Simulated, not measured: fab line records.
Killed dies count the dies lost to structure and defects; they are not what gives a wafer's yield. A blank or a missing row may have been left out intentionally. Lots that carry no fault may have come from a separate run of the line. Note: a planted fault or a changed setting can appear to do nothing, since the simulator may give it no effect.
Matching of chambers / flow n5-finfet / 4 sister chambers for N5_BEOL_M15_ETCH_61 on rie-diel-06
The step etches BARC in N2/H2, target depth 89 nm, overetch 26.7 nm, time 67.9 s. 4 wafers are shown with their chamber, then 11 later ones without.

## WAFERS, EACH WITH ITS CHAMBER
wafer=L087.4; chamber=3; throttle-valve-pct (%)=18.23
wafer=L089.3; chamber=1; throttle-valve-pct (%)=17.57
wafer=L089.6; chamber=0; throttle-valve-pct (%)=17.82
wafer=L092.1; chamber=2; throttle-valve-pct (%)=18.24

## WAFERS WHOSE CHAMBER IS MISSING
wafer=L092.4; throttle-valve-pct (%)=17.81
wafer=L092.5; throttle-valve-pct (%)=17.79
wafer=L095.2; throttle-valve-pct (%)=17.59
wafer=L095.3; throttle-valve-pct (%)=17.83
wafer=L095.4; throttle-valve-pct (%)=17.83
wafer=L093.3; throttle-valve-pct (%)=17.85
wafer=L093.4; throttle-valve-pct (%)=17.59
wafer=L093.5; throttle-valve-pct (%)=17.82
wafer=L097.2; throttle-valve-pct (%)=17.57
wafer=L097.3; throttle-valve-pct (%)=17.84
wafer=L097.4; throttle-valve-pct (%)=17.83

## EACH ONE'S CHAMBER
wafer=L092.4; from the rows above=0; in truth=0
wafer=L092.5; from the rows above=0; in truth=0
wafer=L095.2; from the rows above=1; in truth=1
wafer=L095.3; from the rows above=0; in truth=0
wafer=L095.4; from the rows above=0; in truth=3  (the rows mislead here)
wafer=L093.3; from the rows above=0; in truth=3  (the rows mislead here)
wafer=L093.4; from the rows above=1; in truth=1
wafer=L093.5; from the rows above=0; in truth=0
wafer=L097.2; from the rows above=1; in truth=1
wafer=L097.3; from the rows above=0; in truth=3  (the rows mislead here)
wafer=L097.4; from the rows above=0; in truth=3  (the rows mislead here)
Correctly placed: 7 of 11. Not placeable from these rows: 0. Wrongly placed: 4.
How it was worked out, from the rows above alone: a wafer's distance from a chamber is the root of the sum, over the readings, of the square of ((its reading less the chamber's mean) divided by the reading's scatter). The wafer belongs to the nearest chamber; if the next one is less than 2 further off, it can't be placed. The mean given for a chamber averages the wafers shown for that chamber. The scatter: root of mean squared gap, hidden wafer to nearest shown wafer, with one shown wafer a chamber.
